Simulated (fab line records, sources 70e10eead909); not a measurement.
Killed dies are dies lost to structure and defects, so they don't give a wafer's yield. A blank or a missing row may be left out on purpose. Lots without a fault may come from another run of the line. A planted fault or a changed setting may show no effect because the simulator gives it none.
A struck lot beside a sound one | flow nand_harc | 16 steps out of a route of 1159
Sound: wafers L516.3, L516.4, L516.5. Struck: wafers L519.1, L519.4, L519.6. The cause comes at the end.
At each step with rows: each side's tool, then ch and its chambers, then its first start. Under that, the readings that differ: sound wafers | struck wafers | difference of the means | sigmas: that difference in standard deviations of wafers without a fault.
alike: readings whose means differ by less than 2 such deviations, and words and numbers that are the same on both sides. not compared: withheld readings, readings that some wafer has no value for, bounds like >300 that may hide the same value, and numbers for which the record gives no deviation and whose values overlap.
The two part at a step that has a row with sigmas, a row that says differs or no value, or rows on one side only. Numbers that don't overlap but have no deviation are shown without sigmas and don't part them. A reading that every wafer of one side lacks parts them only if that side has two wafers or more.

NHARC_P_M2_INSPECT_11:
  sound on defect_inspect-01, day 7 02:57; struck on defect_inspect-01, day 7 21:43
  alike: raw_defect_count
then, 1 step without rows for these wafers: NHARC_P_M2_DESCUM_14 (chemistry O2, time 3 s).
NHARC_P_M2_ETCH_35: etches the open film in N2/H2, target depth 40 nm, overetch 12 nm, time 43.94 s.
  sound on rie_diel-09 ch 0,1,2, day 7 03:05; struck on rie_diel-03 ch 0,3, day 7 21:53
  alike: drypump_motor_current_A, oes_product_au, rf_vpp_V, showerhead_plenum_p_Torr, throttle_valve_pct
  not compared: rf_hours_counter_h
NHARC_P_M2_ETCH_15: etches the open film in C4F8/Ar, target depth 182.5 nm, time 91.2 s.
  sound on rie_diel-09 ch 1,2,3; struck on rie_diel-03 ch 0,1,3
  reading               | sound             | struck            | difference | sigmas
  oes_product_au (a.u.) | 0.927 0.912 0.914 | 0.956 0.976 0.963 | +0.047     | +2
  alike: rf_vpp_V
  not compared: rf_hours_counter_h
NHARC_P_M2_CD_MEAS_16:
  sound on cd_sem-02, day 7 03:19; struck on cd_sem-01, day 7 22:05
  alike: cd_nm
NHARC_P_M2_STRIP_18: strips in N2/H2.
  sound on rie_diel-12 ch 0,1,3, day 7 03:26; struck on rie_diel-03 ch 1,2,3, day 7 22:13
  alike: drypump_motor_current_A, oes_product_au, rf_vpp_V, showerhead_plenum_p_Torr, throttle_valve_pct
  not compared: rf_hours_counter_h
then, 2 steps without rows for these wafers: NHARC_P_M2_ETCH_28 (etches the open film in CF4/N2, target depth 30 nm, time 72.99 s); NHARC_P_M2_STRIP_19 (strips in post etch residue remover, time 600 s).
NHARC_P_M2_DEGAS_29: time 60 s.
  sound on pvd_sputter-01, day 7 04:02; struck on pvd_sputter-02, day 7 22:48
  alike: heater_power_w, susceptor_temp_C
then, 3 steps without rows for these wafers: NHARC_P_M2_PRE_CLEAN_30 (time 30 s); NHARC_P_M2_PVD_20 (deposits TaN, target thk 5 nm, time 8.06 s); NHARC_P_M2_PVD_21 (deposits Cu, target thk 30 nm, time 20.49 s).
NHARC_P_M2_ECD_22: material Cu, target thk 400 nm.
  sound on ecd_cu-02 ch 0,1, day 7 04:30; struck on ecd_cu-02 ch 0,1, day 7 23:15
  no value came back on the struck wafers for bath_heat_duty_pct (%), bath_temp_c (C); on the sound wafers bath_heat_duty_pct (%) reads 4.8 6.4 6.9
NHARC_P_M2_ANNEAL_31: time 90 s.
  sound on rtp_anneal-02 ch 0, day 7 04:53; struck on rtp_anneal-01 ch 0, day 7 23:38
  alike: wafer_temp_C_max
NHARC_P_M2_CMP_23: polishes, t overpolish 20 s, target thk 144.3 nm.
  sound on cmp-01 ch 1,2, day 7 05:08; struck on cmp-02 ch 1,2,3, day 8 00:02
  reading                | sound          | struck      | difference | sigmas
  time_to_endpoint_s (s) | 30.1 30.1 29.8 | 1.3 3.5 3.1 | -27.4      | -11
  alike: motor_current_A, slurry_flow_ml_min
NHARC_P_M2_THK_MEAS_24: measures by xrf.
  sound on film_metro-02, day 7 05:26; struck on film_metro-01, day 8 00:28
  reading     | sound             | struck         | difference | sigmas
  thk_nm (nm) | 144.5 144.5 145.6 | 29.6 30.4 31.9 | -114.2     | -82
  not compared: hold

WHERE THEY PART
First at NHARC_P_M2_ETCH_15; last, within this record, at NHARC_P_M2_THK_MEAS_24.

WHY: what the simulator had put in
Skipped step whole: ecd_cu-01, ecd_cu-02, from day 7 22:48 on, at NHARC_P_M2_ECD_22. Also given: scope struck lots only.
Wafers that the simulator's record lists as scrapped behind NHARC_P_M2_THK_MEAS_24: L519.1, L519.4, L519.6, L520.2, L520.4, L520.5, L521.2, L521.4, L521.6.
